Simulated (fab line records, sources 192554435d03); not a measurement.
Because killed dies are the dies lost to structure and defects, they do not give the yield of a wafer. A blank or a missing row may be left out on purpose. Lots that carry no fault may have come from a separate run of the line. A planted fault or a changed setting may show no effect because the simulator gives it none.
A struck lot beside a sound one ; flow n5-finfet ; 15 out of 1938 route steps
Sound: the wafers L862.1, L862.2, L862.6. Struck: wafer L859.4. (L859.3, L859.6 of the same lot were not struck and are left out.) The cause comes at the end.
For every step that has rows: the tool of each side, followed by ch and its chambers, followed by its first start. Under that, the readings that differ: sound wafers ; struck wafers ; difference of the means ; sigmas: that difference in standard deviations of wafers without a fault.
alike: words and numbers the same on both sides, and readings whose means are apart by under 2 such deviations; not compared: readings that were withheld, readings missing a value for some wafer, numbers with overlapping values and no deviation given by the record, and bounds like >300 which may hide the same value.
Wherever a step has rows on one side only, a row that says differs or no value, or a row with sigmas, the two part there. Numbers that have no deviation but don't overlap get no sigmas and don't part them. A reading that every wafer of one side lacks parts them only if that side has two wafers or more.

N5_BEOL_M15_ANNEAL_48: time 90 s.
  sound on rtp-anneal-01 ch 0, day 17 09:17; struck on rtp-anneal-02 ch 0, day 16 06:21
  alike: wafer_temp_C_max
N5_BEOL_M15_CMP_49: polishes, stops on SiO2, t overpolish 4.9 s, target thk 850 nm.
  sound on cmp-01 ch 0,2,3, day 17 09:35; struck on cmp-04 ch 2, day 16 06:47
reading;sound;struck;difference;sigmas
motor-current-A (A);7.6 6.9 7.6;9.1;+1.7;+3
  alike: barrier-field-endpoint-s, overpolish-run-s
  not compared: pad-life-wafers
N5_BEOL_M15_THK_MEAS_50: measures by xrf.
  struck on film-metro-01, day 16 07:03; sound on film-metro-01, day 17 09:52
  alike: M15_THK
then, 1 step without rows for these wafers: N5_BEOL_M15_PRE_CLEAN_52 (time 15 s).
N5_BEOL_M15_DEP_53: deposits SiCN from 3MS/NH3, target thk 50 nm, time 17.8 s.
  sound on pecvd-01 ch 0,2, day 17 09:56; struck on pecvd-03 ch 2, day 16 07:07
  alike: showerhead-plenum-p-Torr, throttle-valve-pct
N5_BEOL_M15_RS_MEAS_54: measures by four-point-probe.
  struck on film-metro-02, day 16 07:11; sound on film-metro-01, day 17 10:02
  alike: M15_RS
N5_BEOL_M15_INSPECT_55: inspects for defects (darkfield).
  struck on defect-inspect-01, day 16 07:13; sound on defect-inspect-01, day 17 10:03
  alike: raw-defect-count
N5_BEOL_M15_RC_MEAS_101:
  sound on prober-01 ch 0, day 17 10:05; struck on prober-01 ch 0, day 16 07:32
reading;sound;struck;difference;sigmas
COMB_M15 (S/m);2.8e-12 2.7e-12 3.5e-12;2e-12;-1e-12;-2
SERP_M10 (ohm/um);3.10 3.21 3.14;3.02;-0.13;-2
  alike: COMB_M10, COMB_M11, COMB_M12, COMB_M13, COMB_M14, COMB_M5, COMB_M6, COMB_M7, COMB_M8, COMB_M8_max_site, COMB_M9, SERP_M11, SERP_M12, SERP_M13, SERP_M14, SERP_M5, SERP_M6, SERP_M7, SERP_M8, SERP_M9
then, 3 steps without rows for these wafers: N5_PASSIVATION_PECVD_00 (deposits SiO2 from SiH4/N2O, target thk 200 nm, time 11.2 s); N5_MIM_BOT_DEGAS_01 (time 60 s); N5_MIM_BOT_SPUTTER_00 (material TiN, target thk 35 nm, time 89.7 s).
N5_MIM_TOP_ALD_00: deposits Al2O3, purge time 3 s, co reactant pulse time 3 s.
  sound on ald-hk-01 ch 1,2,3, day 17 12:12; struck on ald-hk-02 ch 1, day 16 08:45
  alike: precursor-pulse-height-rel
N5_MIM_TOP_ALD_01: deposits HfO2, target thk 5.6 nm, pulse time 1 s, purge time 3 s.
  sound on ald-hk-01 ch 1,2,3, day 17 12:00; struck on ald-hk-02 ch 1, day 16 08:00
reading;sound;struck;difference;sigmas
ald-cycles;62 62 62;64;+2;
  alike: precursor-pulse-height-rel
N5_MIM_TOP_ALD_02: deposits Al2O3, purge time 3 s, co reactant pulse time 3 s.
  sound on ald-hk-01 ch 1,2,3; struck on ald-hk-02 ch 1
  alike: precursor-pulse-height-rel
N5_PASSIVATION_PROBE_49:
  struck on prober-02, day 17 00:13; sound on prober-02, day 18 01:28
  alike: defect-limited-yield, killed_at_M0_to_M3, killed_at_M4_up, killed-at-contacts, killed-at-front-end, killed-at-other, killed-dies, killed-open, killed-short, sort_bin_5_function, sort_bin_6_memory, sort-n-pass, sort-yield-pct

WHERE THEY PART
First at N5_BEOL_M15_CMP_49; last, within this record, at N5_BEOL_M15_RC_MEAS_101. Later steps at which nothing parts them and some readings are alike: N5_MIM_TOP_ALD_00, N5_MIM_TOP_ALD_01, N5_MIM_TOP_ALD_02, N5_PASSIVATION_PROBE_49.

WHY: what had been put in by the simulator
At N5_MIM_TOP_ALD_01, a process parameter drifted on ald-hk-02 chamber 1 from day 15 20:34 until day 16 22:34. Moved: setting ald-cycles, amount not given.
